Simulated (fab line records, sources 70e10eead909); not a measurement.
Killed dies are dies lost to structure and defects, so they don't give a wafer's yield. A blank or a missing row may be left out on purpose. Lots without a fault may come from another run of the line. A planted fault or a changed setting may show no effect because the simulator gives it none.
Problem report in the 8D (eight disciplines) form, filled by code | flow nand_harc | the parts of the form that need people (team, actions taken, sign-off) are left out

1. THE PROBLEM
heater_power_total_W at NHARC_P_M2_SOFTBAKE_04 reads a mean of 323.02 W on 3 wafers of 2 lots; wafers without a fault read 188.44 W with a standard deviation of 0.13. That is +99 or more standard deviations from the usual mean.
The step: time 55 s.
First seen on wafer L669.2, day 11 03:00, on litho_track-06. The record holds 36 wafers of 12 lots with a number at this step. Rule for "out", or "out of limits": more than 4 standard deviations from the usual mean. The other wafers with a number count as sound.

2. WHAT IT IS AND WHAT IT IS NOT
question                    | is                     | is not
which readings at this step | heater_power_total_W   | -
which lots                  | L669, L671             | L649, L652, L654, L655, L657, L658, L659, L660, L663, L664
which wafers of those lots  | L669.2, L669.6, L671.2 | L669.1, L671.1, L671.4
read on which tools         | litho_track-06         | litho_track-01, litho_track-04
when                        | from day 11 03:00      | up to then (31 sound wafers); but 2 sound wafers of L671 came after

3. SUSPECTS, AND WHAT RULES EACH OUT
Counting: a tool at a process step up to the reading stays a suspect if it ran every lot that is out. Sound lots after the first of them don't rule it out here, since some wafers of a struck lot are sound.
- pvd_sputter-02 at NHARC_P_M1_PRE_CLEAN_30 (time 30 s): kept. It ran every lot that is out, first L669 (day 11 03:00); its last sound lot up to then is L658 (day 8 09:00). NHARC_P_M1_PRE_CLEAN_30 gives no start for some lots, so the hours and the order of its lots are those of NHARC_P_M2_SOFTBAKE_04.
- pvd_sputter-02 at NHARC_P_M1_PVD_21 (deposits Cu, target thk 30 nm, time 20.49 s): kept. It ran every lot that is out, first L669 (day 11 03:00); its last sound lot up to then is L658 (day 8 09:00). NHARC_P_M1_PVD_21 gives no start for some lots, so the hours and the order of its lots are those of NHARC_P_M2_SOFTBAKE_04.
- litho_track-06 at NHARC_P_M2_SOFTBAKE_04 (time 55 s): kept. It ran every lot that is out, first L669 (day 11 03:00); its last sound lot up to then is L664 (day 10 07:00). Its own readings are out on those wafers: heater_power_total_W.
Left after counting: pvd_sputter-02 at NHARC_P_M1_PRE_CLEAN_30, pvd_sputter-02 at NHARC_P_M1_PVD_21, litho_track-06 at NHARC_P_M2_SOFTBAKE_04.

4. THE CAUSE (what the simulator had put in)
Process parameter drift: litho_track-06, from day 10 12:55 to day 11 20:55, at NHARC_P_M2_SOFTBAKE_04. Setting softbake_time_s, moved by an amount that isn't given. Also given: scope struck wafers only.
Counting left 3 suspects, and this tool is among them.

5. THE CHAIN OF EFFECTS, in route order
Each row: a reading whose mean over the struck wafers that have a number lies more than 3 standard deviations from the usual. Only readings for which the record gives a usual standard deviation are gone through. hours: the time from each lot's start at the first step in this table that gives one to its start at this step, as a median over the lots. sigmas: the change in usual standard deviations.
hours | step                   | reading              | usual    | on struck wafers | change  | sigmas
0     | NHARC_P_M2_SOFTBAKE_04 | heater_power_total_W | 188.44 W | 323.02           | +134.58 | +99 or more
The process steps in it:
- NHARC_P_M2_SOFTBAKE_04: time 55 s.
Later measuring or inspecting steps at which every struck wafer that the step has a row for has a number for every such reading, and none has moved that far: NHARC_END_SORT_01.

6. WHAT WOULD HAVE CAUGHT IT SOONER
In this record the first reading out of limits was taken at day 11 03:00, 14 hours after the fault began at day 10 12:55.
